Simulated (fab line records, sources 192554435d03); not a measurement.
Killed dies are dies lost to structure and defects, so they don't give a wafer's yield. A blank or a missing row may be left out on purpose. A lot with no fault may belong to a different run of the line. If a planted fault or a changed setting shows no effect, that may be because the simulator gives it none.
A struck lot beside a sound one -- flow n5 finfet -- 18 steps out of a route of 1938
Sound: wafers L696.2, L696.5, L696.6. The struck wafers were L699.1, L699.2, L699.6. The cause comes at the end.
Order at every step that has rows: each side's tool, ch and its chambers, its first start. Under that, the readings that differ: sound wafers -- struck wafers -- difference of the means -- sigmas: that difference in standard deviations of wafers without a fault.
alike: same words and numbers on both sides, and readings whose means sit less than 2 such deviations apart. not compared: any withheld reading, any reading some wafer has no value for, any bound like >300 that may hide the same value, and any number with overlapping values for which the record gives no deviation.
The two part at a step that has a row with sigmas, a row that says differs or no value, or rows on one side only. Numbers that don't overlap but have no deviation are shown without sigmas and don't part them. A reading that every wafer of one side lacks parts them only if that side has two wafers or more.

N5_FIN_SAQP_INSPECT_18: inspects for defects (brightfield).
  sound on defect inspect-02, day 4 03:55; struck on defect inspect-02, day 4 21:25
  alike: raw defect count
N5_FIN_SAQP_DESCUM_21: chemistry O2, time 7.9 s.
  sound on rie diel-03 ch 0,1,3, day 4 03:56; struck on rie diel-02 ch 0,1, day 4 21:27
  alike: drypump motor current A, oes product au, rf vpp V, showerhead plenum p Torr, throttle valve pct
  not compared: rf hours counter h
N5_FIN_SAQP_ETCH_51: etches SiARC in CF4, target depth 45.5 nm, time 75.8 s.
  sound on rie diel-03 ch 0,1,3, day 4 03:59; struck on rie diel-02 ch 0,1, day 4 21:29
reading,sound,struck,difference,sigmas
etch rf on time s (s),74.1 77.7 73.6,78.9 79.6 78.7,+3.9,+2
  alike: drypump motor current A, oes product au, rf vpp V, showerhead plenum p Torr, throttle valve pct
  not compared: rf hours counter h
then, 2 steps without rows for these wafers: N5_FIN_SAQP_ETCH_52 (etches SOC in N2/H2, target depth 100 nm, overetch 20 nm, time 150 s); N5_FIN_SAQP_STRIP_53 (strips in N2/H2).
N5_FIN_SAQP_HM_OPEN_73: chemistry CHF3/O2, target SiO2, stops on a-Si, target depth 12 nm, time 16.8 s.
  sound on rie diel-03 ch 0,1,3, day 4 04:08; struck on rie diel-02 ch 0,1, day 4 21:39
  alike: drypump motor current A, oes product au, rf vpp V, showerhead plenum p Torr, throttle valve pct
  not compared: rf hours counter h
then, 2 steps without rows for these wafers: N5_FIN_SAQP_STRIP_74 (strips in CHF3/O2); N5_FIN_SAQP_MANDREL_ETCH_22 (etches a-Si in HBr/Cl2, stops on SiNx, target depth 60 nm, bt time 10 s, time 30 s).
N5_FIN_SAQP_STRIP_55: strips in N2/H2.
  sound on rie diel-02 ch 0,1,3, day 4 04:19; struck on rie diel-06 ch 0,2, day 4 21:50
  alike: drypump motor current A, oes product au, rf vpp V, showerhead plenum p Torr, throttle valve pct
  not compared: rf hours counter h
then, 3 steps without rows for these wafers: N5_FIN_SAQP_STRIP_23 (strips in SPM, time 750 s); N5_FIN_SAQP_SRD_66 (time 30 s); N5_FIN_SAQP_RECESS_75 (chemistry HF/NH3, target SiO2, target depth 14.4 nm, afs cycles 3, sublimation time 60 s).
N5_FIN_SAQP_SPACER1_ALD_24: deposits SiO2, target thk 20.3 nm, pulse time 1 s, purge time 2 s.
  sound on ald sin-01 ch 1,2, day 4 05:02; struck on ald sin-01 ch 0,1,3, day 4 22:33
reading,sound,struck,difference,sigmas
susceptor temp C (C),300.01 299.72 300.13,320.00 320.35 320.21,+20.23,+96
model.SiO2_of_FIN_SAQP_SPACER1_ALD_24.thk nm (nm),20.2 20.2 20.2,19.6 19.8 19.8,-0.5,
  alike: heater power w, precursor pulse height rel
N5_FIN_SAQP_SPACER1_ETCHBACK_25: etches SiO2 in CHF3/O2, target depth 24.4 nm, time 12.2 s.
  sound on rie diel-06 ch 1,2,3, day 4 05:50; struck on rie diel-06 ch 0,1,3, day 4 23:19
  alike: drypump motor current A, oes product au, rf vpp V, showerhead plenum p Torr, throttle valve pct
  not compared: rf hours counter h
N5_FIN_SAQP_MANDREL1_REMOVE_56: chemistry HBr/Cl2/O2, target a-Si, stops on SiNx, bt time 10 s.
  sound on rie si-02 ch 1,2,3, day 4 05:55; struck on rie si-02 ch 0,1,2, day 4 23:25
reading,sound,struck,difference,sigmas
model.FIN_SAQP.cd nm (nm),20.2 20.2 20.4,19.6 19.6 19.8,-0.6,
  alike: drypump motor current A, mfc cl2 sccm, oes product au, throttle valve pct
  not compared: rf hours counter h
N5_FIN_SAQP_CD_MEAS_27: the cd target is 20 nm.
  sound on cd sem-02 ch 0, day 4 06:02; struck on cd sem-03 ch 0, day 4 23:31
reading,sound,struck,difference,sigmas
cd nm (nm),20.69 20.39 20.44,19.83 19.53 19.65,-0.84,-3
then, 1 step without rows for these wafers: N5_FIN_SAQP_ETCH_57 (etches SiNx in CH3F/O2, target depth 32.5 nm, time 46.4 s).
-- record jumps: 6 days separate the struck wafers' starts on either side; left off in module FIN_SAQP, taken up again in module BEOL_M4, whose first shown step is the route's number 1111 --
N5_BEOL_M4_RC_MEAS_101:
  sound on prober-01 ch 0, day 11 01:07; struck on prober-01 ch 0, day 11 09:39
reading,sound,struck,difference,sigmas
VT_N (mV),257.9 251.8 256.5,247.8 247.3 248.4,-7.6,-3
  alike: DIBL_N, DIBL_P, IOFF_N, IOFF_P, ION_N, ION_P, SS_N, SS_P, VT_P

WHERE THEY PART
First at N5_FIN_SAQP_ETCH_51; last, within this record, at N5_BEOL_M4_RC_MEAS_101.

WHY: what had been put in by the simulator
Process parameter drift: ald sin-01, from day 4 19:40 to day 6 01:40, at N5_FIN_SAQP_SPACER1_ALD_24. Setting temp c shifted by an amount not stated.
